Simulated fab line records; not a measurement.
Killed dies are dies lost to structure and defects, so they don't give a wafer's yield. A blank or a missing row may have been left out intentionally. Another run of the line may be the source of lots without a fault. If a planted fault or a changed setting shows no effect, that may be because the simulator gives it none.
Which tool was responsible? ; flow nandHarc ; 6 lots, 18 wafers sampled, at 5 steps of a route of 1302

## WHAT THE GAUGES SHOWED, per wafer
NHARC_END_SORT_01.
lot;measured;on;killedDies
L744;day 24 14:47;prober-01;79 64 67
L747;day 25 19:49;prober-01;50 51 62
L757;day 30 11:59;prober-01;677 677 677
L760;day 32 05:58;prober-02;49 55 54
L763;day 33 04:34;prober-02;63 64 66
L764;day 35 07:50;prober-01;56 55 58

## TOOL THAT RAN EACH LOT (tool first, then ch and the chambers of the sampled wafers, then the start)
lot;NHARC_A_SLIT_ETCH_26;NHARC_A_WL_FILL_ETCHBACK_05;NHARC_A_WL_FILL_STRIP_27;NHARC_A_WL_FILL_STRIP_29
L744;harEtch-01 ch 0,1, day 20 09:39;rieMetal-03 ch 0,1, day 20 19:17;plasmaAsher-02 ch 0,1, day 20 19:25;rieDiel-09 ch 2,3, day 21 05:37
L747;harEtch-02 ch 0,1, day 21 15:06;rieMetal-03 ch 1, day 22 00:49;plasmaAsher-02 ch 0,1, day 22 00:58;rieDiel-10 ch 0,3, day 22 10:31
L757;harEtch-01 ch 0,1, day 25 22:43;rieMetal-03 ch 0,1, day 26 08:24;plasmaAsher-01 ch 0,1, day 26 09:02;rieDiel-10 ch 0,1, day 26 22:50
L760;harEtch-02 ch 0,1, day 27 19:45;rieMetal-03 ch 0,1, day 28 05:22;plasmaAsher-01 ch 0,1, day 28 05:30;rieDiel-10 ch 1,3, day 28 15:08
L763;harEtch-01 ch 0,1, day 28 10:47;rieMetal-03 ch 0,1, day 28 20:26;plasmaAsher-02 ch 1, day 28 21:13;rieDiel-10 ch 1,2,3, day 29 09:02
L764;harEtch-01 ch 1, day 30 19:28;rieMetal-03 ch 0,1, day 31 05:19;plasmaAsher-02 ch 0,1, day 31 05:28;rieDiel-10 ch 0,1,2, day 31 17:53
- NHARC_A_SLIT_ETCH_26: etches the open film in C4F8/O2/Ar, time 90 s, target depth 400 nm.
- NHARC_A_WL_FILL_ETCHBACK_05: etches the open film in Cl2/BCl3, target depth 22 nm, time 60 s.
- NHARC_A_WL_FILL_STRIP_27: strips in N2/H2, time 20 s.
- NHARC_A_WL_FILL_STRIP_29: strips in O2, time 20 s.

## THE ANSWER, worked out from the rows above alone
Rule: the usual values come from the lots themselves. Put in order of their means at a reading, lots are off if they are a third of the lots or fewer, leave a main group of 4 or more, and stand apart from it by a gap of 3 or more times the standard deviation of the main group's means; of several such gaps the widest counts. A main group whose means are all the same, to the digits that the tables above print for the reading, isn't used. A lot without any number at a reading at which 4 lots or more have one is off too. Where the step has rows for the other lots, those lots are counted as sound.
Off at NHARC_END_SORT_01 (killedDies): L757. For the main group the mean is 60 and the standard deviation 6.6.
A tool fits if, at a process step before that reading, it ran every lot that is off, and no sound lot after the first of them. The gauges at NHARC_END_SORT_01 are tried like those tools. Of those tried, none fits.

## WHAT WAS PUT IN BY THE SIMULATOR
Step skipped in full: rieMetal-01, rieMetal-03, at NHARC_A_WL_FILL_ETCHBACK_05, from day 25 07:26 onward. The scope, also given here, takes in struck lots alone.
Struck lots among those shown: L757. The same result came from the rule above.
